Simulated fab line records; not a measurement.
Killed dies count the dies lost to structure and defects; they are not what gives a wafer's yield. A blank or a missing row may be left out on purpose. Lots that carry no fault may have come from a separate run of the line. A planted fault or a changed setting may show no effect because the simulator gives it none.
A lot that was struck, set against a sound lot -- flow nand-harc -- 15 out of 1159 route steps
Sound: these wafers, L611.1, L611.2, L611.4. Wafers L620.1, L620.3, L620.5 were the ones struck. The cause is named last.
For every step that has rows: the tool of each side, followed by ch and its chambers, followed by its first start. Under that, the readings that differ: sound wafers -- struck wafers -- difference of the means -- sigmas: that difference in standard deviations of wafers without a fault.
alike: words and numbers the same on both sides, and readings whose means are apart by under 2 such deviations; not compared: readings that were withheld, readings missing a value for some wafer, numbers with overlapping values and no deviation given by the record, and bounds like >300 which may hide the same value.
The two part at a step that has a row with sigmas, a row that says differs or no value, or rows on one side only. Non-overlapping numbers with no deviation appear without sigmas and do not part them. Lack of a reading on every wafer of one side parts them only where that side has two or more wafers.

NHARC_P_ZERO_WELL_DESCUM_54: chemistry O2, time 3 s.
  sound on rie-diel-07 ch 0,1,3, day 2 11:50; struck on rie-diel-03 ch 0,2,3, day 4 17:59
  alike: drypump-motor-current-A, oes-product-au, rf-vpp-V, showerhead-plenum-p-Torr, throttle-valve-pct
  not compared: rf-hours-counter-h
then, 5 steps without rows for these wafers: NHARC_P_ZERO_WELL_IMPLANT_55; NHARC_P_ZERO_WELL_IMPLANT_61; NHARC_P_ZERO_WELL_STRIP_56 (strips in SPM, time 840 s); NHARC_P_ZERO_WELL_PRECLEAN_68 (cleans in SC1, time 60 s); NHARC_P_ZERO_WELL_SRD_69.
NHARC_P_ZERO_WELL_RTA_42: time 300 s.
  sound on rtp-anneal-02 ch 0, day 2 13:01; struck on rtp-anneal-02 ch 0, day 4 19:01
  alike: lamp-power-pct, wafer_temp_C_max
NHARC_P_ZERO_WELL_INSPECT_43:
  sound: defect-inspect-02 at day 2 13:41; struck: defect-inspect-01 at day 4 19:41
  alike: raw-defect-count
then, 4 steps without rows for these wafers: NHARC_P_STI_ETCH_26 (etches SiO2 in dHF, target depth 11 nm); NHARC_P_STI_PRECLEAN_27 (cleans in SC1); NHARC_P_STI_SRD_28; NHARC_P_STI_OXIDE_29 (material SiO2, target thk 10 nm, ox time 1362 s).
NHARC_P_STI_HM_DEP_30: deposits Si3N4, target thk 80 nm, time 873 s.
  sound on lpcvd-02 ch 1, day 3 03:45; struck on lpcvd-01 ch 1, day 5 13:20
reading,sound,struck,difference,sigmas
zone-power-centre-pct (%),13.5 13.7 13.6,14.1 14.5 14.6,+0.8,+2
  alike: susceptor-temp-C
then, 1 step without rows for these wafers: NHARC_P_STI_DEHYDRATE_01 (time 120 s).
-- break in the record here, with 17 days between the starts of the struck wafers on either side (left off in module P_STI, picked up again in module END, where the first step shown is number 1159 on the route) --
NHARC_END_SORT_01:
  the record has rows for the struck wafers here (prober-01 ch 0, day 22 01:53) and none for the sound ones

## WHERE THEY PART
Last at NHARC_END_SORT_01 as far as this record goes, first at NHARC_P_STI_HM_DEP_30.

WHY: whatever the simulator had introduced
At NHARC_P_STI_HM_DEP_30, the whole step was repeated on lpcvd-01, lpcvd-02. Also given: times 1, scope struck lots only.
